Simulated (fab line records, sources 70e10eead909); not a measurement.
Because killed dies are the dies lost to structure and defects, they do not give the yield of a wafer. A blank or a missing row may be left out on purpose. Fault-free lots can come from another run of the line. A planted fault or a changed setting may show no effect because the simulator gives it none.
Chamber matching ; flow nand-harc ; pecvd-02 running NHARC_A_CONTACT_DEP_29: 3 sister chambers
The step deposits SiON, target thk 100 nm. 18 wafers are shown with their chamber, then 9 later ones without.

## WAFERS, EACH WITH ITS CHAMBER
wafer;chamber;heater-power-w (W)
L316.2;0;1009
L316.3;1;874
L316.5;1;873
L317.2;1;927
L317.3;2;785
L317.5;2;782
L318.3;2;735
L318.5;2;732
L318.6;1;787
L320.3;2;750
L320.4;0;935
L320.5;1;925
L322.3;2;687
L322.4;1;924
L322.6;2;671
L323.2;0;833
L323.4;0;849
L323.6;2;680

SIGNATURES, as means of the wafers listed above
reading;chamber 0;chamber 1;chamber 2;scatter within a chamber
heater-power-w;906.50;885.00;727.75;57
Rule: for each reading, subtract the chamber's mean from the wafer's reading, divide by that reading's scatter and square the result; add these up over the readings and take the root, which gives the wafer's distance from the chamber. If the next closest chamber is less than 2 further off than the closest, the wafer can't be placed; otherwise it belongs to the closest. The scatter: the root of (the sum of the squares of (reading less its chamber's mean) over the shown wafers, divided by (wafers less chambers)).

## WAFERS WITHOUT THEIR CHAMBER
wafer;heater-power-w (W)
L327.2;915
L327.3;765
L327.5;920
L336.1;904
L336.6;926
L337.4;713
L338.2;896
L338.4;919
L338.5;977

## CHAMBER TAKEN BY EACH
wafer;from the rows above;in truth
L327.2;can't be placed: 0 or 1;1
L327.3;can't be placed: 2 or 1 or 0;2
L327.5;can't be placed: 0 or 1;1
L336.1;can't be placed: 0 or 1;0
L336.6;can't be placed: 0 or 1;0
L337.4;2;2
L338.2;can't be placed: 0 or 1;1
L338.4;can't be placed: 0 or 1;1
L338.5;can't be placed: 0 or 1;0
Placed correctly: 1 of 9. Unplaceable from these rows: 8, with the true chamber sitting among the candidates in 8. Placed wrongly: 0.
